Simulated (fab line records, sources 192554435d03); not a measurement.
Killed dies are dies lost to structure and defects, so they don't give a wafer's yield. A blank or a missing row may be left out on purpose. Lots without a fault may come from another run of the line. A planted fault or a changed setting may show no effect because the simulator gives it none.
Split-lot experiment | flow n5_finfet | 7 lots, 39 wafers read, on a route of 1938 steps

THE SPLIT
At N5_SD_EPI_P_EPI_21 (deposits SiGe:B, time 355 s), the setting epi_growth_time_s was moved away from the recipe's 355 s on 18 of the 39 wafers read, by -30.0% to +46.0%. The other wafers ran this setting at the recipe's value.

The reading is taken at the split's own step.

THE READING
SiGe-B_of_SD_EPI_P_EPI_21.thk_nm (the simulator's own value, which no gauge read), in nm, at N5_SD_EPI_P_EPI_21 (deposits SiGe:B, time 355 s). The file gives no usual value for it. The 21 wafers here that ran the recipe average 61.2 nm, standard deviation 0.85 nm.

wafer  | tool, chamber at the split | epi_growth_time_s as run, s | against the recipe | SiGe-B_of_SD_EPI_P_EPI_21.thk_nm, nm | against lot-mates on the recipe
L076.1 | epi_rpcvd-04, 0            | 355                         | recipe             | 60.4                                 | -
L076.2 | epi_rpcvd-04, 0            | 355                         | recipe             | 60.2                                 | -
L076.3 | epi_rpcvd-04, 0            | 248.5                       | -30.0%             | 45.2                                 | -14.9
L076.4 | epi_rpcvd-04, 0            | 248.5                       | -30.0%             | 45.4                                 | -14.7
L076.5 | epi_rpcvd-04, 0            | 355                         | recipe             | 59.8                                 | -
L076.6 | epi_rpcvd-04, 0            | 248.5                       | -30.0%             | 46                                   | -14.1
L077.1 | epi_rpcvd-03, 0            | 460.7                       | +29.8%             | 73.8                                 | +12.5
L077.2 | epi_rpcvd-03, 0            | 460.7                       | +29.8%             | 73.2                                 | +11.9
L077.3 | epi_rpcvd-03, 0            | 355                         | recipe             | 61.6                                 | -
L077.4 | epi_rpcvd-03, 0            | 355                         | recipe             | 61.2                                 | -
L077.5 | epi_rpcvd-03, 0            | 355                         | recipe             | 61.2                                 | -
L077.6 | epi_rpcvd-03, 0            | 460.7                       | +29.8%             | 73                                   | +11.7
L078.1 | epi_rpcvd-01, 0            | 355                         | recipe             | 61.4                                 | -
L078.6 | epi_rpcvd-01, 0            | 355                         | recipe             | 61.4                                 | -
L078.2 | epi_rpcvd-01, 0            | 289.3                       | -18.5%             | 53.8                                 | -7.9
L078.3 | epi_rpcvd-01, 0            | 289.3                       | -18.5%             | 54.4                                 | -7.3
L078.4 | epi_rpcvd-01, 0            | 289.3                       | -18.5%             | 54.6                                 | -7.1
L078.5 | epi_rpcvd-01, 0            | 355                         | recipe             | 62.2                                 | -
L080.1 | epi_rpcvd-04, 0            | 491.1                       | +38.3%             | 75.6                                 | +14.9
L080.5 | epi_rpcvd-04, 0            | 491.1                       | +38.3%             | 75.6                                 | +14.9
L080.2 | epi_rpcvd-04, 0            | 491.1                       | +38.3%             | 75.4                                 | +14.7
L080.3 | epi_rpcvd-04, 0            | 355                         | recipe             | 60                                   | -
L080.4 | epi_rpcvd-04, 0            | 355                         | recipe             | 61.8                                 | -
L080.6 | epi_rpcvd-04, 0            | 355                         | recipe             | 60.4                                 | -
L092.1 | epi_rpcvd-03, 0            | 281.1                       | -20.8%             | 52                                   | -8.3
L092.2 | epi_rpcvd-03, 0            | 281.1                       | -20.8%             | 52                                   | -8.3
L092.3 | epi_rpcvd-03, 0            | 355                         | recipe             | 60.6                                 | -
L092.4 | epi_rpcvd-03, 0            | 355                         | recipe             | 59.8                                 | -
L092.5 | epi_rpcvd-03, 0            | 355                         | recipe             | 60.4                                 | -
L092.6 | epi_rpcvd-03, 0            | 281.1                       | -20.8%             | 51.8                                 | -8.5
L095.1 | epi_rpcvd-01, 0            | 355                         | recipe             | 62.4                                 | -
L095.2 | epi_rpcvd-01, 0            | 355                         | recipe             | 62.6                                 | -
L095.3 | epi_rpcvd-01, 0            | 518.2                       | +46.0%             | 80.6                                 | +18.5
L095.4 | epi_rpcvd-01, 0            | 355                         | recipe             | 61.4                                 | -
L095.5 | epi_rpcvd-01, 0            | 518.2                       | +46.0%             | 80.2                                 | +18.1
L095.6 | epi_rpcvd-01, 0            | 518.2                       | +46.0%             | 80.8                                 | +18.7
L096.1 | epi_rpcvd-03, 0            | 355                         | recipe             | 62.2                                 | -
L096.2 | epi_rpcvd-03, 0            | 355                         | recipe             | 61.6                                 | -
L096.6 | epi_rpcvd-03, 0            | 355                         | recipe             | 61.8                                 | -

THE FIT
A straight line over all 39 wafers: SiGe-B_of_SD_EPI_P_EPI_21.thk_nm changes by +0.425 nm for each +1% of epi_growth_time_s; r = +0.99; the points scatter about the line by 1.2 nm.
The same after taking each lot's own level away (the mean of its wafers on the recipe; 39 wafers): +0.412 nm for each +1%; r = +1.00; scatter 0.76 nm.
On that fit, the largest move of epi_growth_time_s shifts the reading by 19 nm.
The lots' own levels span 60.13 to 62.13 nm, that is 2.4 times the standard deviation above.
So the lot-to-lot level changes the slope little: the two slopes agree.
Check: with one of the wafers moved furthest among these (+46.0%) left out of the fit, the line predicts +18.7 nm for it against its lot-mates. It came out at +18.5 nm against them.

OTHER SPLITS ON THESE WAFERS
These wafers also went through other splits before the reading. Each is held against what the fit with the lots' levels taken away leaves over:
other split on the same wafers             | wafers away from the commonest value | r with SiGe-B_of_SD_EPI_P_EPI_21.thk_nm (lot level and that fit taken away)
N5_FIN_SAQP_HM_DEP_72 target_thk_a         | 9                                    | -0.07
N5_FIN_SAQP_MANDREL_ETCH_22 target_depth_a | 15                                   | -0.03

THE WHOLE CHAIN: every reading that the file lists as answering this split, in the file's order
step                    | what it does                | reading                                                                           | change (the file's fit)              | r (the file's)
N5_SD_EPI_P_EPI_21      | deposits SiGe:B, time 355 s | SiGe-B_of_SD_EPI_P_EPI_21.thk_nm (the simulator's own value, which no gauge read) | +0.41 nm for each +1% of the setting | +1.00
N5_SD_EPI_P_EPI_MEAS_23 |                             | thk_nm                                                                            | withheld for each +1% of the setting | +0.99

THE FILE'S OWN FIT
SiGe-B_of_SD_EPI_P_EPI_21.thk_nm changes by +0.41 nm for each +1% of epi_growth_time_s, r = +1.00.
